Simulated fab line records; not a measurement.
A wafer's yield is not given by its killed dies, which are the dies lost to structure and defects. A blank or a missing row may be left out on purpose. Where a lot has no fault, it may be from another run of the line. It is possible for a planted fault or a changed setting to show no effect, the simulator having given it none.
Comparing a struck lot with a sound one | flow nand harc | 16 steps out of a route of 1302
Sound: wafers L887.3, L887.4, L887.5. Struck: wafer L899.6 (left out: L899.2, L899.5 of the same lot, which were not struck); the cause appears at the end.
At each step with rows: each side's tool, then ch and its chambers, then its first start. Under that, the readings that differ: sound wafers | struck wafers | difference of the means | sigmas: that difference in standard deviations of wafers without a fault.
alike: same words and numbers on both sides, and readings whose means sit less than 2 such deviations apart. not compared: any withheld reading, any reading some wafer has no value for, any bound like >300 that may hide the same value, and any number with overlapping values for which the record gives no deviation.
The two part at a step that has a row with sigmas, a row that says differs or no value, or rows on one side only. Numbers that don't overlap but have no deviation are shown without sigmas and don't part them. A reading that every wafer of one side lacks parts them only if that side has two wafers or more.

NHARC_A_ONON_D2_THK_MEAS_08: measures by ellipsometry.
  struck on film metro-02, day 17 11:08; sound on film metro-01, day 12 03:34
  alike: thk nm
then NHARC_A_ONON_D2_DEP_09 (target thk 1000 nm), 1 step lacking rows for these wafers.
NHARC_A_ONON_D2_THK_MEAS_11: measures by ellipsometry.
  struck on film metro-02, day 17 11:43; sound on film metro-02, day 12 04:08
  alike: thk nm
then NHARC_A_ONON_D2_DEP_12 (target thk 1000 nm), 1 step lacking rows for these wafers.
NHARC_A_ONON_D2_THK_MEAS_14: measures by ellipsometry.
  struck on film metro-02, day 17 12:17; sound on film metro-01, day 12 04:42
  alike: thk nm
then, 2 steps without rows for these wafers: NHARC_A_ONON_D2_ANNEAL_15 (time 3600 s); NHARC_A_ONON_D2_DEP_16 (target thk 1000 nm).
NHARC_A_ONON_D2_THK_MEAS_18: measures by ellipsometry.
  struck on film metro-01, day 17 19:41; sound on film metro-02, day 12 12:47
  alike: thk nm
then NHARC_A_ONON_D2_DEP_19 (target thk 1000 nm), 1 step lacking rows for these wafers.
NHARC_A_ONON_D2_THK_MEAS_21: measures by ellipsometry.
  struck on film metro-01, day 17 20:16; sound on film metro-01, day 12 13:23
  alike: thk nm
then NHARC_A_ONON_D2_DEP_22 (target thk 1000 nm), 1 step lacking rows for these wafers.
NHARC_A_ONON_D2_THK_MEAS_24: measures by ellipsometry.
  struck on film metro-02, day 17 20:49; sound on film metro-01, day 12 13:57
  alike: thk nm
NHARC_A_ONON_D2_DEP_25: target thk 1000 nm.
  sound on pecvd onon-04 ch 0, day 12 14:07; struck on pecvd onon-04 ch 0, day 17 20:56
NHARC_A_ONON_D2_THK_MEAS_27: measures by ellipsometry.
  struck on film metro-01, day 17 21:23; sound on film metro-02, day 12 14:31
  reading     | sound          | struck | difference | sigmas
  thk nm (nm) | 1013 1012 1012 | 1347   | +335       | +30
then NHARC_A_ONON_D2_DEP_28 (target thk 1000 nm), 1 step lacking rows for these wafers.
-- record jumps: 12 days between struck wafers' starts before vs after; left off in module A_ONON_D2, resumes in module END, first step shown is number 1302 of the route --
NHARC_END_SORT_01:
  here the record holds rows for the struck wafers (prober-01 ch 0, day 30 00:13) but none for the sound ones

## WHERE THEY PART
First at NHARC_A_ONON_D2_THK_MEAS_27; last, within this record, at NHARC_END_SORT_01.

WHY: whatever the simulator had introduced
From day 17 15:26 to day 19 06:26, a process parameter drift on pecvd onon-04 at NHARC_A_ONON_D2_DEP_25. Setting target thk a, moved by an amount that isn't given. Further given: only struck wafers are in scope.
